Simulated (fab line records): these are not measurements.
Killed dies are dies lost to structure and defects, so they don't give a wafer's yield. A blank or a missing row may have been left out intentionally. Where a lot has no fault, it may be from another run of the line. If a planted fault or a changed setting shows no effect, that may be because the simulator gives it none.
2 desks looking at one fault | flow n5Finfet | only its own numbers are on each desk; what lay behind them is given at the end

METROLOGY DESK
Means of the sampled wafers that have a number, per lot and without regard to the tool the lot ran on: this is what the gauges read. A lot is out of limits, marked OUT, if its mean lies more than 4 standard deviations from the usual mean; the brackets give that distance. 7 of its 11 readings are shown, namely those furthest out on some lot.
Columns: A = DIBL_N at N5_BEOL_M4_RC_MEAS_101, usual 36.8 mV/V; B = IOFF_P at N5_BEOL_M4_RC_MEAS_101, usual 0.22 nA/um; C = ION_N at N5_BEOL_M4_RC_MEAS_101, usual 679 uA/um; D = ION_P at N5_BEOL_M4_RC_MEAS_101, usual 466 uA/um; E = SS_N at N5_BEOL_M4_RC_MEAS_101, usual 71.7 mV/dec; F = VT_N at N5_BEOL_M4_RC_MEAS_101, usual 248.8 mV; G = VT_P at N5_BEOL_M4_RC_MEAS_101, usual -250 mV
lot  | first seen here | A    | B    | C   | D   | E    | F     | G
L429 | day 2 12:54     | 37.0 | 0.20 | 675 | 461 | 71.0 | 248.4 | -251
L430 | day 2 17:31     | 37.5 | 0.27 | 694 | 482 | 71.7 | 248.2 | -245
L431 | day 3 00:14     | 37.0 | 0.24 | 681 | 468 | 71.8 | 248.4 | -249
L433 | day 3 12:24     | 35.4 | 0.21 | 678 | 467 | 71.4 | 245.9 | -248
L434 | day 3 18:44     | 38.2 | 0.24 | 691 | 472 | 72.0 | 248.8 | -246
L441 | day 5 12:07     | 37.7 | 0.24 | 665 | 462 | 71.5 | 250.6 | -249
L445 | day 6 13:40     | 38.0 | 0.24 | 694 | 476 | 72.0 | 245.0 | -248
L446 | day 6 18:28     | 35.3 | 0.19 | 666 | 458 | 71.9 | 251.1 | -252
L447 | day 7 00:33     | 38.1 | 0.18 | 679 | 460 | 71.8 | 250.2 | -256
L449 | day 7 12:32     | 34.9 | 0.22 | 679 | 472 | 71.7 | 251.3 | -248
Finding of this desk: none of the 10 lots has anything out of limits.

TOOL OWNER'S DESK, rieSi-05
The tool's own readings at N5_FIN_SAQP_ETCH_64 (etches SiO2 in CF4, target depth 1.5 nm): means of the sampled wafers that have a number, for each lot that ran on this tool. A lot is out of limits, marked OUT, if its mean lies more than 4 standard deviations from the usual mean; the brackets give that distance.
Columns: A = cf4FlowSccm at N5_FIN_SAQP_ETCH_64, usual 79.99 sccm; B = drypumpMotorCurrentA at N5_FIN_SAQP_ETCH_64, usual 5.5 A; C = oesProductAu at N5_FIN_SAQP_ETCH_64, usual 1.004 a.u.; D = throttleValvePct at N5_FIN_SAQP_ETCH_64, usual 21.75 %
lot  | first seen here | A     | B   | C                | D
L430 | day 2 19:34     | 79.99 | 5.3 | 0.997            | 21.90
L431 | day 3 02:05     | 79.94 | 5.0 | 0.980            | 21.64
L433 | day 3 14:23     | 80.15 | 5.6 | 1.140 (+5.4) OUT | 21.98
L434 | day 3 20:45     | 79.89 | 5.4 | 1.124 (+4.8) OUT | 21.51
L445 | day 6 15:34     | 79.95 | 5.3 | 0.979            | 21.65
L447 | day 7 02:26     | 79.88 | 5.3 | 0.980            | 21.66
Finding of this desk: L433, L434 out of limits; the first was L433 at day 3 14:23, on oesProductAu at N5_FIN_SAQP_ETCH_64. L430, L431, L445, L447 stayed within limits.

PUT TOGETHER
An alarm could have come from the tool owner's desk at day 3 14:23, on L433, L434.
Metrology desk: nothing out of limits seen.
The metrology desk holds a record of L433, L434, inside its limits.
All the named lots went through N5_FIN_SAQP_ETCH_64 on rieSi-05.

WHAT THE SIMULATOR PUT IN
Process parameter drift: rieSi-05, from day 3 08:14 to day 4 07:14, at N5_FIN_SAQP_ETCH_64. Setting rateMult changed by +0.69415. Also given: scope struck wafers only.
Struck lots among those shown: L433, L434.
How many hours passed from the start of the fault until each desk's first out-of-limits reading: the tool owner's desk, 6.
